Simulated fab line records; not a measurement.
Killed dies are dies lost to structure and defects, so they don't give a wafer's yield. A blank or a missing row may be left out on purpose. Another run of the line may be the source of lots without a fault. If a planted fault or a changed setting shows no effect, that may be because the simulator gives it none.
fab line records -- flow nand_harc -- part 1 of 2: steps 1 to 4 of 6
record lots=23, wafers=69, last_day=33
route steps=1302 shown A_CONTACT@1020 A_BLC@1121
lots that met no fault: taken from a fault-free run of the same line
start_h: hours from the record's first day to the start of the lot's first wafer shown -- wait_h: time in hours since the lot's previous step -- " unchanged from the row above -- L1.1+2: one row covering several wafers at once -- - either no value or no given start -- * or withheld: withheld -- < > ~ a bound
route shown NAME@n: NAME is a module with steps in the file, n the number in the route of the first one -- usual: mean/standard deviation taken from wafers without a fault -- same: alike in all rows -- chamber/n: place in a boat -- sites: each site's reading -- _std_site: the standard deviation of these -- _edge_site: outer sites' mean less inner sites' -- radius_mm: how far each site lies from the wafer's centre -- mask NAME#n: copy n -- behind: tool/chamber where the wafer was last shaped -- hold: why the lot went on hold/how many hours it stayed there/how the hold came to an end -- device: names the non-switching transistor (n, p or np) -- end of line: tests run on the same wafers once the route is complete -- a step without rows: its recipe alone -- killed: at the first sort, the dies lost to defects and structure; wafer yield is something else -- map: dies across one wafer; x = killed, . = not, _ = none there
set.NAME: the setting that was run; set.NAME@STEP: the one run at that earlier step -- model.NAME: the simulator's own value behind a step, which no gauge read
the route's steps for a sample of lots (tables are steps, rows are wafers)
services: from which hour (start_h, from the record's first day; less than 0 if before it) a tool's chamber was out of use, for how many hours, and why
## steps
# step NHARC_A_CONTACT_CD_MEAS_53
# usual cd_nm=289.3/0.8
lot.wafer,tool,chamber,start_h,wait_h,cd_nm
L075.2,cd_sem-01,-,504.82,-,289.3
L075.3,cd_sem-01,-,504.82,-,288.9
L075.6,cd_sem-01,-,504.82,-,288.4
L076.1,cd_sem-01,-,513.71,-,288.8
L076.4,cd_sem-01,-,513.71,-,289.3
L076.6,cd_sem-01,-,513.71,-,289.2
L074.3,cd_sem-02,-,516.32,-,289.9
L074.5,cd_sem-02,-,516.32,-,289.2
L074.6,cd_sem-02,-,516.32,-,290.8
L078.3,cd_sem-01,-,541.38,-,290.1
L078.4,cd_sem-01,-,541.38,-,290.4
L078.5,cd_sem-01,-,541.38,-,290.0
L079.3,cd_sem-01,-,557.59,-,290.4
L079.4,cd_sem-01,-,557.59,-,289.9
L079.6,cd_sem-01,-,557.59,-,290.2
L080.1,cd_sem-03,-,568.96,-,288.5
L080.2,cd_sem-03,-,568.96,-,288.3
L080.3,cd_sem-03,-,568.96,-,288.9
L081.2,cd_sem-02,-,576.35,-,289.6
L081.3,cd_sem-02,-,576.35,-,289.5
L081.6,cd_sem-02,-,576.35,-,289.5
L083.1,cd_sem-02,-,587.14,-,289.3
L083.2,cd_sem-02,-,587.14,-,289.7
L083.3,cd_sem-02,-,587.14,-,290.0
L082.2,cd_sem-02,-,592.79,-,290.8
L082.3,cd_sem-02,-,592.79,-,290.6
L082.4,cd_sem-02,-,592.79,-,289.6
L085.1,cd_sem-03,-,603.13,-,287.4
L085.3,cd_sem-03,-,603.13,-,287.7
L085.4,cd_sem-03,-,603.13,-,287.8
L084.1,cd_sem-01,-,604.12,-,290.3
L084.2,cd_sem-01,-,604.12,-,290.1
L084.5,cd_sem-01,-,604.12,-,289.6
L087.2,cd_sem-02,-,613.42,-,289.9
L087.4,cd_sem-02,-,613.42,-,290.1
L087.5,cd_sem-02,-,613.42,-,290.8
L086.2,cd_sem-01,-,623.15,-,289.1
L086.3,cd_sem-01,-,623.15,-,288.7
L086.5,cd_sem-01,-,623.15,-,288.5
L088.1,cd_sem-02,-,637.40,-,288.1
L088.2,cd_sem-02,-,637.40,-,289.1
L088.6,cd_sem-02,-,637.40,-,288.3
L089.2,cd_sem-02,-,638.44,-,288.1
L089.5,cd_sem-02,-,638.44,-,288.2
L089.6,cd_sem-02,-,638.44,-,288.0
L091.1,cd_sem-03,-,668.02,-,288.0
L091.5,cd_sem-03,-,668.02,-,287.8
L091.6,cd_sem-03,-,668.02,-,288.4
L090.2,cd_sem-03,-,668.44,-,288.9
L090.5,cd_sem-03,-,668.44,-,289.5
L090.6,cd_sem-03,-,668.44,-,289.0
L094.2,cd_sem-03,-,691.21,-,288.5
L094.3,cd_sem-03,-,691.21,-,288.6
L094.6,cd_sem-03,-,691.21,-,287.8
L092.2,cd_sem-02,-,691.45,-,289.9
L092.3,cd_sem-02,-,691.45,-,290.6
L092.4,cd_sem-02,-,691.45,-,289.8
L093.1,cd_sem-03,-,697.59,-,289.6
L093.4,cd_sem-03,-,697.59,-,289.5
L093.6,cd_sem-03,-,697.59,-,289.4
L095.1,cd_sem-03,-,715.94,-,290.3
L095.2,cd_sem-03,-,715.94,-,289.8
L095.4,cd_sem-03,-,715.94,-,290.3
L096.1,cd_sem-03,-,717.22,-,289.6
L096.2,cd_sem-03,-,717.22,-,289.4
L096.6,cd_sem-03,-,717.22,-,289.5
L097.1,cd_sem-03,-,725.69,-,288.3
L097.2,cd_sem-03,-,725.69,-,288.9
L097.5,cd_sem-03,-,725.69,-,288.7
# step NHARC_A_CONTACT_ETCH_102
# recipe target_depth_a=1000, overetch_a=100, time_s=55, ion_energy_ev=100, cf4_flow_sccm=80, o2_flow_sccm=20, ar_flow_sccm=0, rf_w=300, bias_w=100, chemistry=CF4/O2
# usual drypump_motor_current_A=5.8/0.44, oes_product_au=1.001/0.011, rf_vpp_V=197.6/1.3, showerhead_plenum_p_Torr=1.32/0.055, throttle_valve_pct=13.398/0.0084
lot.wafer,tool,chamber,start_h,wait_h,drypump_motor_current_A,oes_product_au,rf_hours_counter_h,rf_vpp_V,showerhead_plenum_p_Torr,throttle_valve_pct
L075.3,rie_diel-08,0,505.12,0.1,6.3,1.002,20,197.8,1.30,13.396
L075.2,rie_diel-08,1,505.12,0.1,6.0,1.005,19,196.9,1.30,13.399
L075.6,rie_diel-08,2,505.12,0.1,6.2,1.010,-,196.9,1.25,13.408
L076.4,rie_diel-02,2,514.00,0.1,5.4,1.008,29,197.9,1.33,13.392
L076.1,rie_diel-02,0,514.00,0.1,5.2,0.992,33,199.5,1.37,13.399
L076.6,rie_diel-02,2,514.00,0.1,5.4,1.009,-,196.8,1.33,13.391
L074.3,rie_diel-02,0,516.62,0.1,5.3,0.989,33,198.8,1.37,13.410
L074.6,rie_diel-02,2,516.62,0.1,5.4,0.994,-,197.7,1.33,13.405
L074.5,rie_diel-02,3,516.62,0.1,4.7,0.996,-,197.6,1.34,13.389
L078.4,rie_diel-08,1,541.67,0.1,6.0,1.007,27,196.8,1.30,13.386
L078.3,rie_diel-08,0,541.67,0.1,6.3,1.003,28,198.5,1.30,13.406
L078.5,rie_diel-08,2,541.67,0.1,6.1,1.003,-,196.0,1.25,13.406
L079.3,rie_diel-13,2,557.88,0.1,5.3,0.992,8,196.0,1.26,13.392
L079.4,rie_diel-13,1,557.88,0.1,5.9,1.000,9,197.1,1.35,13.407
L079.6,rie_diel-13,2,557.88,0.1,5.3,0.999,-,197.7,1.26,13.402
L080.1,rie_diel-08,3,569.25,0.1,5.7,1.007,1,198.0,1.35,13.397
L080.2,rie_diel-08,0,569.25,0.1,6.3,0.994,2,197.1,1.30,13.403
L080.3,rie_diel-08,1,569.25,0.1,6.0,0.986,2,196.6,1.30,13.380
L081.3,rie_diel-08,0,576.67,0.1,6.3,0.989,3,198.0,1.30,13.401
L081.2,rie_diel-08,2,576.67,0.1,6.1,1.000,3,197.1,1.25,13.408
L081.6,rie_diel-08,0,576.67,0.1,6.3,0.995,-,196.0,1.30,13.408
L083.1,rie_diel-08,3,587.43,0.1,5.7,1.000,5,198.7,1.35,13.400
L083.3,rie_diel-08,1,587.43,0.1,6.0,0.981,3,195.9,1.30,13.392
L083.2,rie_diel-08,2,587.43,0.1,6.1,1.010,5,196.5,1.25,13.395
L082.2,rie_diel-02,2,593.10,0.1,5.4,1.016,4,198.3,1.32,13.393
L082.3,rie_diel-02,3,593.10,0.1,4.7,1.002,3,198.2,1.33,13.397
L082.4,rie_diel-02,0,593.10,0.1,5.2,1.011,3,198.8,1.36,13.406
L085.3,rie_diel-08,2,603.43,0.1,6.2,0.991,8,195.9,1.25,13.409
L085.1,rie_diel-08,3,603.43,0.1,5.7,1.003,7,199.0,1.35,13.400
L085.4,rie_diel-08,0,603.43,0.1,6.3,0.984,8,196.8,1.30,13.392
L084.1,rie_diel-08,0,604.43,0.1,6.3,1.003,8,197.1,1.30,13.402
L084.2,rie_diel-08,1,604.43,0.1,6.0,0.992,6,196.7,1.30,13.397
L084.5,rie_diel-08,3,604.43,0.1,5.7,1.010,-,198.5,1.35,13.395
L087.4,rie_diel-13,3,613.71,0.1,5.4,1.021,31,201.1,1.44,13.417
L087.2,rie_diel-13,2,613.71,0.1,5.3,0.986,31,196.1,1.26,13.391
L087.5,rie_diel-13,0,613.71,0.1,6.1,1.016,-,196.3,1.28,13.398
L086.2,rie_diel-02,0,623.45,0.0,5.2,1.010,15,199.0,1.36,13.407
L086.3,rie_diel-02,3,623.45,0.0,4.7,1.001,16,197.5,1.33,13.388
L086.5,rie_diel-02,0,623.45,0.0,5.2,1.004,-,198.3,1.36,13.385
L088.2,rie_diel-08,1,637.70,0.0,6.0,0.992,12,198.2,1.30,13.413
L088.1,rie_diel-08,2,637.70,0.0,6.1,1.004,14,195.3,1.25,13.383
L088.6,rie_diel-08,1,637.70,0.0,6.0,0.981,-,197.5,1.30,13.394
L089.2,rie_diel-08,2,638.74,0.1,6.2,1.017,15,196.7,1.25,13.396
L089.6,rie_diel-08,1,638.74,0.1,6.0,0.991,-,197.8,1.30,13.395
L089.5,rie_diel-08,2,638.74,0.1,6.2,1.028,-,196.7,1.25,13.390
L091.1,rie_diel-08,1,668.32,0.1,6.0,0.980,16,195.4,1.30,13.401
L091.5,rie_diel-08,0,668.32,0.1,6.3,0.989,-,196.5,1.30,13.384
L091.6,rie_diel-08,1,668.32,0.1,6.0,0.982,-,197.1,1.30,13.401
L090.2,rie_diel-02,1,668.88,0.2,6.4,1.000,31,199.9,1.43,13.425
L090.6,rie_diel-02,1,668.88,0.2,6.4,0.998,-,198.9,1.43,13.398
L090.5,rie_diel-02,2,668.88,0.2,5.4,1.001,-,198.4,1.32,13.400
L094.3,rie_diel-08,2,691.51,0.1,6.1,1.000,21,195.1,1.25,13.400
L094.2,rie_diel-08,3,691.51,0.1,5.7,1.003,19,198.0,1.35,13.391
L094.6,rie_diel-08,0,691.51,0.1,6.3,0.996,-,196.0,1.30,13.403
L092.4,rie_diel-13,3,691.74,0.1,5.4,1.011,53,199.3,1.43,13.402
L092.2,rie_diel-13,0,691.74,0.1,6.1,1.025,52,197.4,1.27,13.397
L092.3,rie_diel-13,2,691.74,0.1,5.3,0.995,54,195.6,1.25,13.393
L093.4,rie_diel-08,2,697.89,0.0,6.1,1.014,21,196.7,1.25,13.392
L093.1,rie_diel-08,1,697.89,0.0,6.0,0.982,19,197.1,1.30,13.386
L093.6,rie_diel-08,2,697.89,0.0,6.1,1.001,-,195.9,1.25,13.395
L095.2,rie_diel-13,0,716.24,0.1,6.1,1.013,5,196.4,1.27,13.387
L095.1,rie_diel-13,1,716.24,0.1,5.9,1.005,3,196.4,1.34,13.397
L095.4,rie_diel-13,3,716.24,0.1,5.4,1.012,4,200.6,1.43,13.388
L096.1,rie_diel-08,2,717.52,0.1,6.1,1.005,25,195.6,1.25,13.402
L096.2,rie_diel-08,0,717.52,0.1,6.3,0.999,23,198.3,1.30,13.388
L096.6,rie_diel-08,2,717.52,0.1,6.1,1.010,-,196.2,1.25,13.405
L097.1,rie_diel-02,0,726.10,0.2,5.3,0.999,54,198.3,1.35,13.388
L097.2,rie_diel-02,2,726.10,0.2,5.4,0.994,51,198.0,1.31,13.392
L097.5,rie_diel-02,1,726.10,0.2,6.4,0.983,-,200.7,1.42,13.404
# step NHARC_A_CONTACT_DESCUM_74
# recipe time_s=3, o2_flow_sccm=200, ar_flow_sccm=0, bias_power_w=0, chemistry=O2
# usual drypump_motor_current_A=5.7/0.5, oes_product_au=1.002/0.0098, rf_vpp_V=57.8/0.92, showerhead_plenum_p_Torr=1.91/0.082, throttle_valve_pct=11.311/0.01
lot.wafer,tool,chamber,start_h,wait_h,drypump_motor_current_A,oes_product_au,rf_hours_counter_h,rf_vpp_V,showerhead_plenum_p_Torr,throttle_valve_pct
L075.3,rie_diel-08,3,513.81,0.1,5.7,1.001,20,58.2,1.94,11.298
L075.2,rie_diel-08,1,513.81,0.1,6.0,1.011,21,57.3,1.87,11.301
L075.6,rie_diel-08,2,513.81,0.1,6.1,1.004,-,57.5,1.79,11.288
L076.1,rie_diel-02,1,520.83,0.1,6.4,0.994,38,58.4,2.06,11.297
L076.4,rie_diel-02,3,520.83,0.1,4.7,0.994,37,58.5,1.92,11.329
L076.6,rie_diel-02,2,520.83,0.1,5.4,1.002,-,57.7,1.90,11.299
L074.3,rie_diel-02,0,523.91,0.1,5.3,0.988,35,58.1,1.96,11.297
L074.6,rie_diel-02,1,523.91,0.1,6.4,0.999,-,58.4,2.06,11.298
L074.5,rie_diel-02,2,523.91,0.1,5.4,1.009,-,57.8,1.90,11.317
L078.4,rie_diel-13,0,548.17,0.1,6.0,1.006,5,57.9,1.84,11.308
L078.3,rie_diel-13,3,548.17,0.1,5.4,1.009,5,59.0,2.08,11.313
L078.5,rie_diel-13,0,548.17,0.1,6.0,1.014,-,58.1,1.84,11.311
L079.3,rie_diel-13,2,566.49,0.1,5.3,0.993,10,58.1,1.80,11.317
L079.4,rie_diel-13,1,566.49,0.1,5.9,1.003,11,58.0,1.94,11.307
L079.6,rie_diel-13,3,566.49,0.1,5.4,1.018,-,59.3,2.07,11.321
L080.2,rie_diel-13,1,577.90,0.1,5.9,0.997,15,58.4,1.94,11.324
L080.3,rie_diel-13,2,577.90,0.1,5.3,0.987,16,57.0,1.80,11.312
L080.1,rie_diel-13,0,577.90,0.1,6.1,1.023,17,56.7,1.83,11.302
L081.3,rie_diel-08,2,581.99,0.1,6.1,1.000,4,55.2,1.79,11.291
L081.2,rie_diel-08,3,581.99,0.1,5.7,1.002,4,57.5,1.94,11.308
L081.6,rie_diel-08,2,581.99,0.1,6.1,1.012,-,58.0,1.79,11.318
L083.3,rie_diel-08,0,593.79,0.1,6.3,0.985,6,57.6,1.86,11.324
L083.1,rie_diel-08,2,593.79,0.1,6.1,1.004,6,57.1,1.79,11.301
L083.2,rie_diel-08,3,593.79,0.1,5.7,0.993,5,58.1,1.94,11.313
L082.3,rie_diel-13,3,600.54,0.1,5.4,1.011,25,59.8,2.07,11.317
L082.2,rie_diel-13,0,600.54,0.1,6.0,1.017,23,59.0,1.83,11.306
L082.4,rie_diel-13,1,600.54,0.1,5.9,0.995,23,58.1,1.94,11.319
L085.3,rie_diel-02,0,609.24,0.1,5.2,1.015,11,57.6,1.95,11.317
L085.4,rie_diel-02,2,609.24,0.1,5.4,1.014,10,56.5,1.89,11.297
L085.1,rie_diel-02,3,609.24,0.1,4.7,0.999,11,58.3,1.91,11.323
L084.2,rie_diel-02,2,610.51,0.1,5.4,1.017,11,58.9,1.89,11.308
L084.1,rie_diel-02,1,610.51,0.1,6.4,0.995,10,57.3,2.05,11.325
L084.5,rie_diel-02,2,610.51,0.1,5.4,1.017,-,57.2,1.89,11.318
L087.2,rie_diel-13,1,621.03,0.1,5.9,1.004,33,58.6,1.93,11.310
L087.4,rie_diel-13,0,621.03,0.1,6.0,1.011,31,56.5,1.83,11.325
L087.5,rie_diel-13,1,621.03,0.1,5.9,0.995,-,57.7,1.93,11.307
L086.3,rie_diel-02,2,629.71,0.1,5.4,1.015,18,58.4,1.89,11.308
L086.2,rie_diel-02,3,629.71,0.1,4.8,1.005,18,58.1,1.91,11.306
L086.5,rie_diel-02,2,629.71,0.1,5.4,1.011,-,55.7,1.89,11.298
L088.1,rie_diel-08,3,642.58,0.1,5.7,1.007,13,58.4,1.94,11.319
L088.2,rie_diel-08,2,642.58,0.1,6.1,1.019,15,57.5,1.79,11.314
L088.6,rie_diel-08,3,642.58,0.1,5.7,0.997,-,56.9,1.94,11.326
L089.2,rie_diel-02,1,643.51,0.1,6.4,0.997,20,57.3,2.05,11.310
L089.5,rie_diel-02,1,643.51,0.1,6.4,1.000,-,57.2,2.05,11.318
L089.6,rie_diel-02,2,643.51,0.1,5.4,1.004,-,57.2,1.89,11.317
L091.1,rie_diel-08,2,677.88,0.1,6.1,1.000,18,58.2,1.79,11.324
L091.6,rie_diel-08,3,677.88,0.1,5.7,1.000,-,58.1,1.94,11.314
L091.5,rie_diel-08,0,677.88,0.1,6.3,1.004,-,57.7,1.86,11.305
L090.2,rie_diel-02,0,679.75,0.1,5.2,1.003,37,58.1,1.95,11.313
L090.5,rie_diel-02,1,679.75,0.1,6.4,0.990,-,57.5,2.05,11.307
L090.6,rie_diel-02,2,679.75,0.1,5.4,1.002,-,56.3,1.89,11.316
L094.2,rie_diel-08,3,698.44,0.1,5.7,0.990,19,57.1,1.94,11.314
L094.3,rie_diel-08,0,698.44,0.1,6.3,0.983,20,57.4,1.86,11.311
L094.6,rie_diel-08,2,698.44,0.1,6.1,0.997,-,58.3,1.79,11.295
L092.3,rie_diel-02,0,698.81,0.1,5.2,1.003,46,57.6,1.94,11.314
L092.4,rie_diel-02,1,698.81,0.1,6.4,0.985,42,59.5,2.04,11.306
L092.2,rie_diel-02,3,698.81,0.1,4.7,1.009,45,56.9,1.90,11.330
L093.1,rie_diel-02,2,703.98,0.1,5.4,1.011,43,57.9,1.88,11.320
L093.4,rie_diel-02,3,703.98,0.1,4.7,1.023,47,57.3,1.90,11.307
L093.6,rie_diel-02,2,703.98,0.1,5.4,1.000,-,56.8,1.88,11.312
L095.2,rie_diel-13,1,723.07,0.1,5.9,1.006,4,57.2,1.92,11.314
L095.1,rie_diel-13,0,723.07,0.1,6.1,1.013,6,58.2,1.82,11.304
L095.4,rie_diel-13,2,723.07,0.1,5.3,1.004,-,58.4,1.79,11.312
L096.2,rie_diel-13,0,723.79,0.1,6.0,1.019,6,58.6,1.82,11.317
L096.1,rie_diel-13,2,723.79,0.1,5.3,0.992,4,56.7,1.79,11.298
L096.6,rie_diel-13,1,723.79,0.1,5.9,1.008,-,58.6,1.92,11.310
L097.1,rie_diel-02,0,730.90,0.1,5.3,1.010,55,58.7,1.94,11.319
L097.2,rie_diel-02,1,730.90,0.1,6.4,0.986,51,58.5,2.04,11.315
L097.5,rie_diel-02,3,730.90,0.1,4.7,0.997,-,57.1,1.89,11.299
# step NHARC_A_CONTACT_ETCH_88
# recipe target_depth_a=390, over_etch_frac=0.3, time_s=65, ion_energy_ev=80, cf4_flow_sccm=150, ar_flow_sccm=0, rf_w=300, bias_w=100, chemistry=CF4
# usual drypump_motor_current_A=5.9/0.4, oes_product_au=1.001/0.0098, rf_vpp_V=151.0/1, showerhead_plenum_p_Torr=1.74/0.058, throttle_valve_pct=13.284/0.0089
lot.wafer,tool,chamber,start_h,wait_h,drypump_motor_current_A,oes_product_au,rf_hours_counter_h,rf_vpp_V,showerhead_plenum_p_Torr,throttle_valve_pct
L075.2,rie_diel-08,0,522.81,0.1,6.3,1.002,24,151.0,1.73,13.281
L075.3,rie_diel-08,3,522.81,0.1,5.7,0.991,22,152.4,1.79,13.276
L075.6,rie_diel-08,1,522.81,0.1,6.0,1.013,-,152.5,1.73,13.283
L074.3,rie_diel-08,1,531.57,0.1,6.0,1.023,24,149.3,1.73,13.279
L074.6,rie_diel-08,0,531.57,0.1,6.3,1.001,-,151.7,1.73,13.295
L074.5,rie_diel-08,1,531.57,0.1,6.0,1.023,-,150.6,1.73,13.270
L076.1,rie_diel-08,0,532.77,0.1,6.3,1.006,26,151.3,1.73,13.286
L076.4,rie_diel-08,1,532.77,0.1,6.0,1.010,25,151.4,1.73,13.292
L076.6,rie_diel-08,0,532.77,0.1,6.3,1.005,-,151.4,1.73,13.291
L078.4,rie_diel-08,1,557.23,0.1,6.0,0.980,0,150.4,1.73,13.278
L078.3,rie_diel-08,3,557.23,0.1,5.7,1.000,0,152.1,1.79,13.287
L078.5,rie_diel-08,1,557.23,0.1,6.0,0.988,-,151.0,1.73,13.288
L079.3,rie_diel-08,3,577.08,0.1,5.7,0.996,3,151.8,1.79,13.289
L079.4,rie_diel-08,0,577.08,0.1,6.3,1.005,-,151.9,1.73,13.286
L079.6,rie_diel-08,2,577.08,0.1,6.1,1.012,-,149.0,1.66,13.291
L080.2,rie_diel-02,3,586.88,0.1,4.7,1.004,1,151.1,1.77,13.266
L080.3,rie_diel-02,0,586.88,0.1,5.2,1.007,2,149.8,1.81,13.285
L080.1,rie_diel-02,1,586.88,0.1,6.4,0.990,2,152.6,1.89,13.282
L081.3,rie_diel-08,0,591.96,0.1,6.3,0.985,6,149.9,1.73,13.291
L081.2,rie_diel-08,1,591.96,0.1,6.0,0.990,3,153.1,1.73,13.280
L081.6,rie_diel-08,3,591.96,0.1,5.7,1.003,-,152.6,1.79,13.286
L083.3,rie_diel-13,2,604.35,0.1,5.3,0.993,25,149.3,1.67,13.267
L083.2,rie_diel-13,3,604.35,0.1,5.4,1.007,27,153.0,1.90,13.297
L083.1,rie_diel-13,0,604.35,0.1,6.1,1.005,25,150.2,1.70,13.291
L082.3,rie_diel-08,1,611.97,0.1,6.0,0.986,7,151.4,1.73,13.274
L082.2,rie_diel-08,2,611.97,0.1,6.1,1.006,10,150.2,1.66,13.281
L082.4,rie_diel-08,0,611.97,0.1,6.3,0.985,9,150.8,1.72,13.281
L085.3,rie_diel-08,3,617.81,0.1,5.7,0.995,10,152.9,1.79,13.284
L085.4,rie_diel-08,0,617.81,0.1,6.3,0.988,10,150.8,1.72,13.274
L085.1,rie_diel-08,2,617.81,0.1,6.1,0.997,11,149.8,1.66,13.285
L084.2,rie_diel-08,3,619.88,0.1,5.7,0.999,11,151.3,1.79,13.295
L084.1,rie_diel-08,1,619.88,0.1,6.0,0.993,8,150.3,1.72,13.284
L084.5,rie_diel-08,3,619.88,0.1,5.7,1.003,-,152.4,1.79,13.277
L087.2,rie_diel-08,0,629.16,0.1,6.3,0.990,11,150.8,1.72,13.296
L087.4,rie_diel-08,1,629.16,0.1,6.0,0.996,9,150.4,1.72,13.295
L087.5,rie_diel-08,0,629.16,0.1,6.3,0.987,-,150.5,1.72,13.278
L086.2,rie_diel-13,1,637.62,0.1,5.9,1.019,40,151.9,1.78,13.275
L086.3,rie_diel-13,2,637.62,0.1,5.3,0.998,39,150.4,1.67,13.279
L086.5,rie_diel-13,1,637.62,0.1,5.9,1.008,-,151.1,1.78,13.283
L088.1,rie_diel-08,2,650.45,0.1,6.0,1.008,16,149.9,1.66,13.291
L088.2,rie_diel-08,1,650.45,0.1,6.0,0.991,13,150.1,1.72,13.283
L088.6,rie_diel-08,2,650.45,0.1,6.1,1.009,-,149.7,1.66,13.286
L089.2,rie_diel-13,0,652.15,0.1,6.1,1.025,40,150.4,1.69,13.287
L089.6,rie_diel-13,2,652.15,0.1,5.3,0.999,-,149.9,1.67,13.294
L089.5,rie_diel-13,3,652.15,0.1,5.4,1.017,-,152.0,1.90,13.289
L091.1,rie_diel-08,3,690.25,0.1,5.7,0.999,18,151.6,1.79,13.298
L091.6,rie_diel-08,2,690.25,0.1,6.1,1.004,-,150.3,1.66,13.295
L091.5,rie_diel-08,3,690.25,0.1,5.7,0.998,-,151.8,1.79,13.267
L090.2,rie_diel-02,1,693.38,0.1,6.4,0.994,40,152.5,1.88,13.290
L090.5,rie_diel-02,2,693.38,0.1,5.4,0.996,-,151.7,1.74,13.287
L090.6,rie_diel-02,3,693.38,0.1,4.7,1.009,-,150.5,1.76,13.281
L094.3,rie_diel-08,3,706.21,0.1,5.7,1.001,20,151.9,1.79,13.291
L094.2,rie_diel-08,0,706.21,0.1,6.3,0.993,21,151.4,1.72,13.290
L094.6,rie_diel-08,3,706.21,0.1,5.7,1.000,-,152.2,1.79,13.270
L092.2,rie_diel-02,3,708.06,0.1,4.7,1.016,49,151.0,1.75,13.292
L092.3,rie_diel-02,0,708.06,0.1,5.2,0.997,49,152.2,1.79,13.268
L092.4,rie_diel-02,1,708.06,0.1,6.4,0.997,45,151.8,1.88,13.272
L093.4,rie_diel-08,3,714.62,0.1,5.7,0.994,22,151.8,1.79,13.278
L093.1,rie_diel-08,0,714.62,0.1,6.3,0.997,23,150.8,1.72,13.283
L093.6,rie_diel-08,3,714.62,0.1,5.7,1.006,-,152.4,1.79,13.280
L095.1,rie_diel-08,3,733.15,0.1,5.7,0.993,0,152.3,1.79,13.283
L095.2,rie_diel-08,0,733.15,0.1,6.3,0.989,0,150.4,1.72,13.284
L095.4,rie_diel-08,2,733.15,0.1,6.1,0.998,0,150.3,1.66,13.284
L096.1,rie_diel-08,2,734.07,0.1,6.1,0.997,1,149.2,1.66,13.277
L096.2,rie_diel-08,3,734.07,0.1,5.7,1.002,1,150.5,1.79,13.281
L096.6,rie_diel-08,1,734.07,0.1,6.0,1.006,-,150.0,1.72,13.302
L097.2,rie_diel-13,3,741.54,0.1,5.4,0.992,11,151.3,1.89,13.284
L097.1,rie_diel-13,0,741.54,0.1,6.0,1.004,13,151.0,1.69,13.282
L097.5,rie_diel-13,1,741.54,0.1,5.9,1.009,-,151.0,1.78,13.287
